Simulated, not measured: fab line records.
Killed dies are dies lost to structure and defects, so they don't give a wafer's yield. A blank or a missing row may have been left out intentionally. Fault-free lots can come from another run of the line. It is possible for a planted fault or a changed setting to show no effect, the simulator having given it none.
Split-lot experiment | flow n5_finfet | 21 wafers read across 7 lots, on a route 1938 steps long

THE SPLIT ITSELF
At N5_BEOL_M11_ETCH_66 (etches SOC in N2/H2, target depth 120 nm, overetch 24 nm, time 180 s), the setting time_s was moved away from the recipe's 180 s on 9 of the 21 wafers read, by -21.6% to +19.9%. The other wafers ran this setting at the recipe's value.

The reading is taken at the split's own step.

THE READING
SiARC_of_BEOL_M11_COAT_64.thk_nm (the simulator's own value, which no gauge read), in nm, at N5_BEOL_M11_ETCH_66 (etches SOC in N2/H2, target depth 120 nm, overetch 24 nm, time 180 s). The file does not state a usual value for it. Average 23.1 nm, standard deviation 0.27 nm, over the 12 wafers here run with the recipe.

wafer  | tool, chamber at the split | time_s as run, s | against the recipe | SiARC_of_BEOL_M11_COAT_64.thk_nm, nm | against lot-mates on the recipe
L081.1 | rie_diel-03, 1             | 215.9            | +19.9%             | 21.8                                 | -1.2
L081.3 | rie_diel-03, 3             | 180              | recipe             | 23.4                                 | -
L081.4 | rie_diel-03, 2             | 180              | recipe             | 22.6                                 | -
L080.2 | rie_diel-02, 1             | 180              | recipe             | 23.2                                 | -
L080.4 | rie_diel-02, 2             | 141.2            | -21.6%             | 24.2                                 | +1.2
L080.6 | rie_diel-02, 2             | 180              | recipe             | 22.8                                 | -
L082.2 | rie_diel-03, 0             | 151.3            | -15.9%             | 24.4                                 | +1.0
L082.3 | rie_diel-03, 1             | 180              | recipe             | 23.4                                 | -
L082.5 | rie_diel-03, 2             | 151.3            | -15.9%             | 24                                   | +0.6
L088.1 | rie_diel-03, 1,3,0         | 180              | recipe             | 23.2                                 | -
L088.3 | rie_diel-03, 1,3,0         | 180              | recipe             | 23.2                                 | -
L088.5 | rie_diel-03, 1,3,0         | 180              | recipe             | 23.2                                 | -
L091.2 | rie_diel-03, 3,1           | 168              | -6.7%              | 23.6                                 | +1.0
L091.3 | rie_diel-03, 3,1           | 168              | -6.7%              | 23.6                                 | +1.0
L091.4 | rie_diel-03, 2             | 180              | recipe             | 22.6                                 | -
L094.1 | rie_diel-02, 2             | 211.5            | +17.5%             | 21.4                                 | -1.8
L094.3 | rie_diel-02, 1             | 180              | recipe             | 23.2                                 | -
L094.5 | rie_diel-02, 3             | 211.5            | +17.5%             | 20.8                                 | -2.4
L097.3 | rie_diel-01, 1             | 213.1            | +18.4%             | 21.8                                 | -1.1
L097.4 | rie_diel-01, 3             | 180              | recipe             | 22.8                                 | -
L097.6 | rie_diel-01, 1             | 180              | recipe             | 23                                   | -
Where a row lists several chambers, the file gives one row for several wafers and doesn't say which wafer went through which chamber.

FIT RESULTS
A straight line over all 21 wafers: SiARC_of_BEOL_M11_COAT_64.thk_nm changes by -0.0766 nm for each +1% of time_s; r = -0.93; the points scatter about the line by 0.34 nm.
The same after taking each lot's own level away (the mean of its wafers on the recipe; 21 wafers): -0.0755 nm for each +1%; r = -0.91; scatter 0.4 nm.
On that fit, the largest move of time_s shifts the reading by 1.6 nm.
The span of the lots' own levels, 22.60 to 23.40 nm, comes to 2.9 times the standard deviation stated above.
Consequently the slope shifts little with the lot-to-lot level, the two slopes agreeing.
Check: for one of the wafers moved furthest among these (-21.6%), held out of the fit, the line's prediction against its lot-mates is +1.69 nm. It came out at +1.2 nm against them.

OTHER SPLITS APPLIED TO THESE WAFERS
These wafers also went through other splits before the reading. Each is held against what the fit with the lots' levels taken away leaves over:
other split on the same wafers | wafers away from the commonest value | r with SiARC_of_BEOL_M11_COAT_64.thk_nm (lot level and that fit taken away)
N5_BEOL_M11_COAT_22 spin_rpm   | 6                                    | +0.10

THE FILE'S OWN FIT
SiARC_of_BEOL_M11_COAT_64.thk_nm changes by -0.0699 nm for each +1% of time_s, r = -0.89.
